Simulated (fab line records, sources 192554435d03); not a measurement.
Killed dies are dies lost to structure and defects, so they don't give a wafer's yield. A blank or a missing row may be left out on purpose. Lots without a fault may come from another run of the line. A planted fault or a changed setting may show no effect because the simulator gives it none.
One fault seen from 2 desks | flow n5_finfet | each desk has only its own numbers; what lay behind them comes last

THE DEFECT DESK
What the inspections along the route counted, lot by lot: means of the sampled wafers that have a number. A lot is out of limits, marked OUT, if its mean lies more than 4 standard deviations from the usual mean; the brackets give that distance.
Columns: A = raw_defect_count at N5_SDB_INSPECT_36, usual 39
lot  | first seen here | A
L454 | day 4 07:56     | 54
L455 | day 4 11:59     | 57
L457 | day 4 23:03     | 40
L459 | day 5 12:55     | 73
L461 | day 5 23:01     | 20
L463 | day 6 10:44     | 50
L469 | day 8 01:21     | 32
L470 | day 8 04:17     | 18
L471 | day 8 10:02     | 29
L473 | day 8 23:17     | 42
L476 | day 9 20:22     | 49
This desk's finding: nothing out of limits on any of the 11 lots.

THE TOOL OWNER'S DESK: litho_track-01
The tool's own readings at N5_HKMG_FIN_COAT_41 (time 60 s, resist thk 300 nm): means of the sampled wafers that have a number, for each lot that ran on this tool. A lot is out of limits, marked OUT, if its mean lies more than 4 standard deviations from the usual mean; the brackets give that distance.
Columns: A = spin_speed_rpm at N5_HKMG_FIN_COAT_41, usual 1500.1 rpm
lot  | first seen here | A
L454 | day 4 09:14     | 1500.4
L459 | day 5 14:32     | 1500.1
L463 | day 6 11:56     | 1501.1
L469 | day 8 02:40     | 1746.1 (+99 or more) OUT
L473 | day 9 00:28     | 1743.7 (+99 or more) OUT
This desk's finding: out of limits on L469, L473; first on L469, day 8 02:40 (spin_speed_rpm at N5_HKMG_FIN_COAT_41). In limits: L454, L459, L463.

PUT TOGETHER
The tool owner's desk could have raised an alarm at day 8 02:40, on L469, L473.
The defect desk saw nothing out of limits.
The defect desk has L469, L473 on record, within its limits.
Of the lots named, all ran N5_HKMG_FIN_COAT_41 on litho_track-01.

WHAT THE SIMULATOR HAD PUT IN
Process parameter drift: litho_track-01, from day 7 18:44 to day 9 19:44, at N5_HKMG_FIN_COAT_41. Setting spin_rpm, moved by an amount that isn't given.
Lots struck among those shown: L469, L473.
Hours from the fault's start to each desk's first reading out of limits: the tool owner's desk, 8.
